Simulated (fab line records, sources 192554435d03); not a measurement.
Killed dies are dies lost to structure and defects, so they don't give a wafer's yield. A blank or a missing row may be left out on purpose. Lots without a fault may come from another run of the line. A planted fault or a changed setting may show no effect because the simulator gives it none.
Problem report in the 8D (eight disciplines) form, filled by code | flow n5_finfet | the parts of the form that need people (team, actions taken, sign-off) are left out

1. THE PROBLEM
bias_w at N5_HKMG_FIN_ETCH_58 reads a mean of 14.62 W on 9 wafers of 3 lots; wafers without a fault read 13.00 W with a standard deviation of 0.038. That is +43 standard deviations from the usual mean.
The step: etches SOC in N2/H2, target depth 215.8 nm, time 741 s.
First seen on wafer L454.2, day 7 07:07, on rie_diel-04. The record holds 32 wafers of 11 lots with a number at this step. Rule for "out", or "out of limits": more than 4 standard deviations from the usual mean. The other wafers with a number count as sound.

2. WHAT IT IS AND WHAT IT IS NOT
question                    | is                     | is not
which readings at this step | bias_w, rf_vpp_V       | drypump_motor_current_A, throttle_valve_pct
which lots                  | L454, L455, L461       | L443, L444, L447, L448, L452, L462, L463, L464
which wafers of those lots  | all that have a number | -
read on which tools         | rie_diel-04            | rie_diel-02, rie_diel-06
when                        | from day 7 07:07       | up to then (14 sound wafers); but 9 sound wafers of L462, L463, L464 came after

3. SUSPECTS, AND WHAT RULES EACH OUT
Counting: a tool at a process step up to the reading stays a suspect if it ran every lot that is out and no sound lot after the first of them.
- rie_diel-04 at N5_HKMG_FIN_STRIP_57 (strips in CF4): kept. It ran every lot that is out, first L454 (day 7 07:05), and no sound lot after that; its last sound lot up to then is L452 (day 6 21:11).
- rie_diel-04 at N5_HKMG_FIN_ETCH_58 (etches SOC in N2/H2, target depth 215.8 nm, time 741 s): kept. It ran every lot that is out, first L454 (day 7 07:07), and no sound lot after that; its last sound lot up to then is L452 (day 6 21:12). Its own readings are out on those wafers: bias_w, rf_vpp_V.
Left after counting: rie_diel-04 at N5_HKMG_FIN_STRIP_57, rie_diel-04 at N5_HKMG_FIN_ETCH_58.

4. THE CAUSE (what the simulator had put in)
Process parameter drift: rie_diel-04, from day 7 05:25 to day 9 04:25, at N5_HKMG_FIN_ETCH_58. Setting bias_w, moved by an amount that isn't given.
Counting left 2 suspects, and this tool is among them.

5. THE CHAIN OF EFFECTS, in route order
Each row: a reading whose mean over the struck wafers that have a number lies more than 3 standard deviations from the usual. Only readings for which the record gives a usual standard deviation are gone through. hours: the time from each lot's start at the first step in this table that gives one to its start at this step, as a median over the lots. sigmas: the change in usual standard deviations.
hours | step                | reading  | usual   | on struck wafers | change | sigmas
0     | N5_HKMG_FIN_ETCH_58 | bias_w   | 13.00 W | 14.62            | +1.62  | +43
0     | N5_HKMG_FIN_ETCH_58 | rf_vpp_V | 99.1 V  | 107.4            | +8.3   | +8.6
The process steps in it:
- N5_HKMG_FIN_ETCH_58: etches SOC in N2/H2, target depth 215.8 nm, time 741 s.

6. WHAT WOULD HAVE CAUGHT IT SOONER
In this record the first reading out of limits was taken at day 7 07:07, 2 hours after the fault began at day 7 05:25.
